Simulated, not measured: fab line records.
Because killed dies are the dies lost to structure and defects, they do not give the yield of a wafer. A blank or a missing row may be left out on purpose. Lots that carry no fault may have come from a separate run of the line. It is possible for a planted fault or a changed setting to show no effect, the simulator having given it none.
A struck lot beside a sound one + flow nand harc + 37 out of 1302 route steps
Sound: wafers L302.3, L302.4, L302.5. Wafers struck: L305.1, L305.3, L305.6. Last of all comes the cause.
Each step with rows lists, per side, the tool, then ch with its chambers, then its first start. Under that, the readings that differ: sound wafers + struck wafers + difference of the means + sigmas: that difference in standard deviations of wafers without a fault.
alike: same words and numbers on both sides, and readings whose means sit less than 2 such deviations apart. not compared: any withheld reading, any reading some wafer has no value for, any bound like >300 that may hide the same value, and any number with overlapping values for which the record gives no deviation.
Wherever a step has rows on one side only, a row that says differs or no value, or a row with sigmas, the two part there. Non-overlapping numbers with no deviation appear without sigmas and do not part them. A reading that every wafer of one side lacks parts them only if that side has two wafers or more.

first, 2 steps without rows for these wafers: NHARC_A_WL_FILL_CVD_03 (deposits W, target thk 40 nm, time 279 s); NHARC_A_WL_FILL_ETCHBACK_04 (etches the open film in NF3, target depth 60 nm, time 120 s).
NHARC_A_WL_FILL_ETCHBACK_05: etches the open film in Cl2/BCl3, target depth 22 nm, time 60 s.
  sound on rie metal-03 ch 0,1, day 23 23:05; struck on rie metal-01 ch 0,1, day 25 23:39
| reading               | sound             | struck            | difference | sigmas |
|-----------------------|-------------------|-------------------|------------|--------|
| oes product au (a.u.) | 0.993 0.982 0.990 | 1.004 1.015 1.014 | +0.023     | +2     |
  alike: drypump motor current A, he backside leak sccm
  not compared: rf hours counter h
then, 7 steps without rows for these wafers: NHARC_A_WL_FILL_STRIP_27 (strips in N2/H2, time 20 s); NHARC_A_WL_FILL_STRIP_28 (strips in post etch residue remover, time 1200 s); NHARC_A_WL_FILL_PRECLEAN_06 (cleans in DIW, time 300 s); NHARC_A_WL_FILL_SRD_07; NHARC_A_WL_FILL_ANNEAL_08 (time 1800 s); NHARC_A_WL_FILL_ALD_10 (deposits SiO2, target thk 50 nm, pulse time 10 s, ald cycles 500); NHARC_A_WL_FILL_ETCHBACK_16 (etches the open film in C4F8/O2/Ar, target depth 120 nm, time 24 s).
NHARC_A_WL_FILL_STRIP_29: strips in O2, time 20 s.
  sound on rie diel-03 ch 0,3, day 24 11:19; struck on rie diel-02 ch 0,1,3, day 26 08:59
  alike: drypump motor current A, oes product au, rf vpp V, showerhead plenum p Torr, throttle valve pct
  not compared: rf hours counter h
NHARC_A_WL_FILL_ETCHBACK_17: etches the open film in Cl2/BCl3, target depth 4 nm, time 26.7 s.
  sound on rie metal-01 ch 0,1, day 24 11:28; struck on rie metal-02 ch 1, day 26 09:05
| reading                      | sound          | struck         | difference | sigmas |
|------------------------------|----------------|----------------|------------|--------|
| drypump motor current A (A)  | 6.6 6.1 6.5    | 5.6 5.6 5.6    | -0.8       | -2     |
| he backside leak sccm (sccm) | 3.52 3.60 3.66 | 3.35 3.10 3.24 | -0.36      | -2     |
  alike: oes product au
  not compared: rf hours counter h
then, 6 steps without rows for these wafers: NHARC_A_WL_FILL_PRECLEAN_18 (cleans in dHF, time 30 s); NHARC_A_WL_FILL_SRD_21; NHARC_A_WL_FILL_CVD_23 (deposits poly-Si, target thk 40 nm, time 800 s); NHARC_A_WL_FILL_ETCHBACK_26 (etches the open film in HBr, target depth 52 nm, time 13.3 s); NHARC_A_WL_FILL_PRECLEAN_30 (cleans in dHF, time 10 s); NHARC_A_WL_FILL_SRD_14.
NHARC_A_WL_FILL_ALD_19: deposits TiN, target thk 2 nm, pulse time 3 s, ald cycles 100.
  sound on ald metal-02 ch 0,2,3, day 24 16:58; struck on ald metal-04 ch 1,2, day 26 14:35
  alike: heater power w, precursor pulse height rel
then, 3 steps without rows for these wafers: NHARC_A_WL_FILL_CVD_20 (deposits W, target thk 100 nm, time 74 s); NHARC_A_WL_FILL_CMP_12 (polishes, t overpolish 30 s, target thk 100 nm); NHARC_A_WL_FILL_SRD_31.
NHARC_A_CONTACT_DEP_24: deposits SiO2, target thk 500 nm.
  sound on pecvd-03 ch 0,1,2, day 24 17:57; struck on pecvd-02 ch 0,2, day 26 15:32
  alike: heater power w, throttle valve pct
NHARC_A_CONTACT_DEP_28: deposits aC, target thk 7000 nm.
  sound on acl dep-01 ch 0, day 24 19:51; struck on acl dep-03 ch 0, day 26 23:15
  alike: throttle valve pct
then, 11 steps without rows for these wafers: NHARC_A_CONTACT_DEP_29 (deposits SiON, target thk 100 nm); NHARC_A_CONTACT_DEHYDRATE_32 (time 120 s); NHARC_A_CONTACT_HMDS_33 (time 30 s); NHARC_A_CONTACT_COAT_34 (time 75 s); NHARC_A_CONTACT_COAT_35 (time 65 s); NHARC_A_CONTACT_COAT_36 (resist thk 90 nm); NHARC_A_CONTACT_SOFTBAKE_37 (time 55 s); NHARC_A_CONTACT_EBR_38; NHARC_A_CONTACT_EXPOSE_39 (exposes mask A CC 3); NHARC_A_CONTACT_PEB_40 (peb time 65 s); NHARC_A_CONTACT_DEVELOP_41 (develop time 35 s).
NHARC_A_CONTACT_CD_MEAS_42 targets a cd of 300 nm.
  sound on cd sem-03 ch 0, day 24 23:19; struck on cd sem-02 ch 0, day 27 04:13
  alike: cd nm
-- break in the record here, with 3 days between the starts of the struck wafers on either side (left off in module A_CONTACT, picked up again in module END, where the first step shown is number 1302 on the route) --
NHARC_END_SORT_01:
  sound on prober-02 ch 0, day 27 23:00; struck on prober-01 ch 0, day 30 00:31
| reading         | sound    | struck      | difference | sigmas |
|-----------------|----------|-------------|------------|--------|
| killed at array | 54 57 66 | 110 119 118 | +57        | +3     |
| killed dies     | 62 60 76 | 112 123 119 | +52        | +3     |
  alike: killed at other, killed at periphery, killed open, killed short

WHERE THEY PART
Last at NHARC_END_SORT_01 as far as this record goes, first at NHARC_A_WL_FILL_ETCHBACK_05.

WHY: whatever the simulator had introduced
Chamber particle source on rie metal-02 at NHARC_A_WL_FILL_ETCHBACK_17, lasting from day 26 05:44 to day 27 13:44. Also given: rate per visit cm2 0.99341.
